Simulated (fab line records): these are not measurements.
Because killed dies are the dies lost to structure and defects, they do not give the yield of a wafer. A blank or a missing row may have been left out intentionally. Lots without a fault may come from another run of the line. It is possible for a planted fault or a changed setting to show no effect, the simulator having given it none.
Which tool is to blame? :: flow nandHarc :: 45 wafers from 15 lots sampled at 3 of the route's 1302 steps

== WHAT EACH GAUGE READ, for each wafer ==
NHARC_P_ZERO_WELL_INSPECT_43.
lot: L936
measured: day 2 14:06
on: defectInspect-01
rawDefectCount: 10 8 12

lot: L937
measured: day 2 23:41
on: defectInspect-02
rawDefectCount: 9 10 11

lot: L938
measured: day 3 09:37
on: defectInspect-01
rawDefectCount: 8 3 3

lot: L940
measured: day 4 05:56
on: defectInspect-01
rawDefectCount: 8 9 11

lot: L941
measured: day 4 15:50
on: defectInspect-02
rawDefectCount: 7 11 8

lot: L942
measured: day 5 01:17
on: defectInspect-02
rawDefectCount: 8 11 7

lot: L943
measured: day 5 11:44
on: defectInspect-02
rawDefectCount: 12 9 14

lot: L944
measured: day 5 21:32
on: defectInspect-01
rawDefectCount: 15 29 22

lot: L945
measured: day 6 07:43
on: defectInspect-01
rawDefectCount: 8 28 8

lot: L947
measured: day 7 03:36
on: defectInspect-02
rawDefectCount: 7 10 4

lot: L948
measured: day 7 13:37
on: defectInspect-01
rawDefectCount: 18 13 24

lot: L953
measured: day 9 15:27
on: defectInspect-02
rawDefectCount: 5 11 7

lot: L954
measured: day 10 01:33
on: defectInspect-02
rawDefectCount: 15 13 15

lot: L955
measured: day 10 12:59
on: defectInspect-02
rawDefectCount: 22 14 19

lot: L958
measured: day 11 17:27
on: defectInspect-02
rawDefectCount: 5 13 16

== EACH LOT AND THE TOOL THAT RAN IT (in order: tool; ch and the chambers of the sampled wafers; start) ==
lot: L936
NHARC_P_ZERO_WELL_IMPLANT_57: implanter-01 ch 0, day 2 09:08
NHARC_P_ZERO_WELL_RTA_42: rtpAnneal-02 ch 0, day 2 13:32

lot: L937
NHARC_P_ZERO_WELL_IMPLANT_57: implanter-01 ch 0, day 2 19:05
NHARC_P_ZERO_WELL_RTA_42: rtpAnneal-02 ch 0, day 2 23:06

lot: L938
NHARC_P_ZERO_WELL_IMPLANT_57: implanter-01 ch 0, day 3 05:05
NHARC_P_ZERO_WELL_RTA_42: rtpAnneal-01 ch 0, day 3 09:16

lot: L940
NHARC_P_ZERO_WELL_IMPLANT_57: implanter-01 ch 0, day 4 01:19
NHARC_P_ZERO_WELL_RTA_42: rtpAnneal-01 ch 0, day 4 05:15

lot: L941
NHARC_P_ZERO_WELL_IMPLANT_57: implanter-01 ch 0, day 4 11:15
NHARC_P_ZERO_WELL_RTA_42: rtpAnneal-02 ch 0, day 4 15:22

lot: L942
NHARC_P_ZERO_WELL_IMPLANT_57: implanter-02 ch 0, day 4 20:58
NHARC_P_ZERO_WELL_RTA_42: rtpAnneal-02 ch 0, day 5 00:43

lot: L943
NHARC_P_ZERO_WELL_IMPLANT_57: implanter-01 ch 0, day 5 07:08
NHARC_P_ZERO_WELL_RTA_42: rtpAnneal-02 ch 0, day 5 11:10

lot: L944
NHARC_P_ZERO_WELL_IMPLANT_57: implanter-01 ch 0, day 5 17:04
NHARC_P_ZERO_WELL_RTA_42: rtpAnneal-02 ch 0, day 5 20:52

lot: L945
NHARC_P_ZERO_WELL_IMPLANT_57: implanter-01 ch 0, day 6 03:12
NHARC_P_ZERO_WELL_RTA_42: rtpAnneal-02 ch 0, day 6 07:01

lot: L947
NHARC_P_ZERO_WELL_IMPLANT_57: implanter-02 ch 0, day 6 23:04
NHARC_P_ZERO_WELL_RTA_42: rtpAnneal-01 ch 0, day 7 03:14

lot: L948
NHARC_P_ZERO_WELL_IMPLANT_57: implanter-01 ch 0, day 7 08:56
NHARC_P_ZERO_WELL_RTA_42: rtpAnneal-01 ch 0, day 7 12:56

lot: L953
NHARC_P_ZERO_WELL_IMPLANT_57: implanter-01, day 9 11:07
NHARC_P_ZERO_WELL_RTA_42: rtpAnneal-01 ch 0, day 9 14:47

lot: L954
NHARC_P_ZERO_WELL_IMPLANT_57: implanter-02, day 9 21:04
NHARC_P_ZERO_WELL_RTA_42: rtpAnneal-02 ch 0, day 10 00:52

lot: L955
NHARC_P_ZERO_WELL_IMPLANT_57: implanter-01, day 10 07:03
NHARC_P_ZERO_WELL_RTA_42: rtpAnneal-02 ch 0, day 10 12:25

lot: L958
NHARC_P_ZERO_WELL_IMPLANT_57: implanter-02 ch 0, day 11 12:59
NHARC_P_ZERO_WELL_RTA_42: rtpAnneal-01 ch 0, day 11 16:52
- NHARC_P_ZERO_WELL_IMPLANT_57
- NHARC_P_ZERO_WELL_RTA_42: time 300 s.

== WHAT THE TOOLS THEMSELVES READ (means of the sampled wafers that have a number; where no wafer has one, the mark that the record gives instead) ==
NHARC_P_ZERO_WELL_IMPLANT_57.
lot: L936
tool: implanter-01
beamEnergyKeV: 250.06
beamOnS (s): 9.88

lot: L937
tool: implanter-01
beamEnergyKeV: 250.00
beamOnS (s): 9.91

lot: L938
tool: implanter-01
beamEnergyKeV: 250.13
beamOnS (s): 9.94

lot: L940
tool: implanter-01
beamEnergyKeV: 250.12
beamOnS (s): 10.01

lot: L941
tool: implanter-01
beamEnergyKeV: 250.04
beamOnS (s): 10.05

lot: L942
tool: implanter-02
beamEnergyKeV: 250.05
beamOnS (s): 10.02

lot: L943
tool: implanter-01
beamEnergyKeV: 250.02
beamOnS (s): 10.07

lot: L944
tool: implanter-01
beamEnergyKeV: 250.03
beamOnS (s): 10.08

lot: L945
tool: implanter-01
beamEnergyKeV: 249.96
beamOnS (s): 10.06

lot: L947
tool: implanter-02
beamEnergyKeV: 250.02
beamOnS (s): 10.03

lot: L948
tool: implanter-01
beamEnergyKeV: 249.96
beamOnS (s): 10.16

lot: L953
tool: implanter-01
beamEnergyKeV: -
beamOnS (s): -

lot: L954
tool: implanter-02
beamEnergyKeV: -
beamOnS (s): -

lot: L955
tool: implanter-01
beamEnergyKeV: -
beamOnS (s): -

lot: L958
tool: implanter-02
beamEnergyKeV: 250.03
beamOnS (s): 10.23

NHARC_P_ZERO_WELL_RTA_42.
lot: L936
tool: rtpAnneal-02
annealTempCMax: 1107.7
lampPowerPct (%): 33.4
lamp_zone_2_pct (%): 33.4
wafer_temp_C_max: 1105.0

lot: L937
tool: rtpAnneal-02
annealTempCMax: 1108.8
lampPowerPct (%): 33.4
lamp_zone_2_pct (%): 33.4
wafer_temp_C_max: 1105.1

lot: L938
tool: rtpAnneal-01
annealTempCMax: 1105.8
lampPowerPct (%): 36.4
lamp_zone_2_pct (%): 36.4
wafer_temp_C_max: 1103.9

lot: L940
tool: rtpAnneal-01
annealTempCMax: 1105.2
lampPowerPct (%): 36.5
lamp_zone_2_pct (%): 36.5
wafer_temp_C_max: 1103.9

lot: L941
tool: rtpAnneal-02
annealTempCMax: 1109.0
lampPowerPct (%): 33.4
lamp_zone_2_pct (%): 33.4
wafer_temp_C_max: 1104.6

lot: L942
tool: rtpAnneal-02
annealTempCMax: 1109.2
lampPowerPct (%): 33.4
lamp_zone_2_pct (%): 33.4
wafer_temp_C_max: 1104.6

lot: L943
tool: rtpAnneal-02
annealTempCMax: 1109.0
lampPowerPct (%): 33.4
lamp_zone_2_pct (%): 33.4
wafer_temp_C_max: 1105.2

lot: L944
tool: rtpAnneal-02
annealTempCMax: 1108.4
lampPowerPct (%): 33.4
lamp_zone_2_pct (%): 33.4
wafer_temp_C_max: 1104.8

lot: L945
tool: rtpAnneal-02
annealTempCMax: 1108.8
lampPowerPct (%): 33.4
lamp_zone_2_pct (%): 33.4
wafer_temp_C_max: 1104.0

lot: L947
tool: rtpAnneal-01
annealTempCMax: 1104.8
lampPowerPct (%): 36.5
lamp_zone_2_pct (%): 36.5
wafer_temp_C_max: 1104.0

lot: L948
tool: rtpAnneal-01
annealTempCMax: 1105.5
lampPowerPct (%): 36.4
lamp_zone_2_pct (%): 36.4
wafer_temp_C_max: 1104.5

lot: L953
tool: rtpAnneal-01
annealTempCMax: 1104.5
lampPowerPct (%): 36.4
lamp_zone_2_pct (%): 36.4
wafer_temp_C_max: 1104.5

lot: L954
tool: rtpAnneal-02
annealTempCMax: 1108.8
lampPowerPct (%): 33.4
lamp_zone_2_pct (%): 33.4
wafer_temp_C_max: 1104.5

lot: L955
tool: rtpAnneal-02
annealTempCMax: 1108.6
lampPowerPct (%): 33.4
lamp_zone_2_pct (%): 33.4
wafer_temp_C_max: 1104.3

lot: L958
tool: rtpAnneal-01
annealTempCMax: 1104.8
lampPowerPct (%): 36.5
lamp_zone_2_pct (%): 36.5
wafer_temp_C_max: 1104.5

== THE ANSWER, worked out from the rows above alone ==
Rule: the lots themselves supply what counts as usual. Put in order of their means at a reading, lots are off if they are a third of the lots or fewer, leave a main group of 4 or more, and stand apart from it by a gap of 3 or more times the standard deviation of the main group's means; of several such gaps the widest counts. If all means in a main group match to the digits the tables above print for the reading, that group is not used. A lot without any number at a reading at which 4 lots or more have one is off too. Any other lot the step has rows for is counted as sound. First the gauges in route order, then the tools' own readings, where a lot's mean is used as printed above. At the first step where some lot is off, the reading lying furthest off is the one used; lots without a number count as furthest.
Off, at NHARC_P_ZERO_WELL_IMPLANT_57 on beamEnergyKeV: L953, L954, L955. Without a number there: L953, L954, L955. Mean 250.03 and standard deviation 0.05 in the main group.
If a tool, at that step or one of the process steps before it, ran each lot that is off and ran no sound lot following the first of them, it fits. None of those tried fits.

== WHAT THE SIMULATOR HAD INSERTED ==
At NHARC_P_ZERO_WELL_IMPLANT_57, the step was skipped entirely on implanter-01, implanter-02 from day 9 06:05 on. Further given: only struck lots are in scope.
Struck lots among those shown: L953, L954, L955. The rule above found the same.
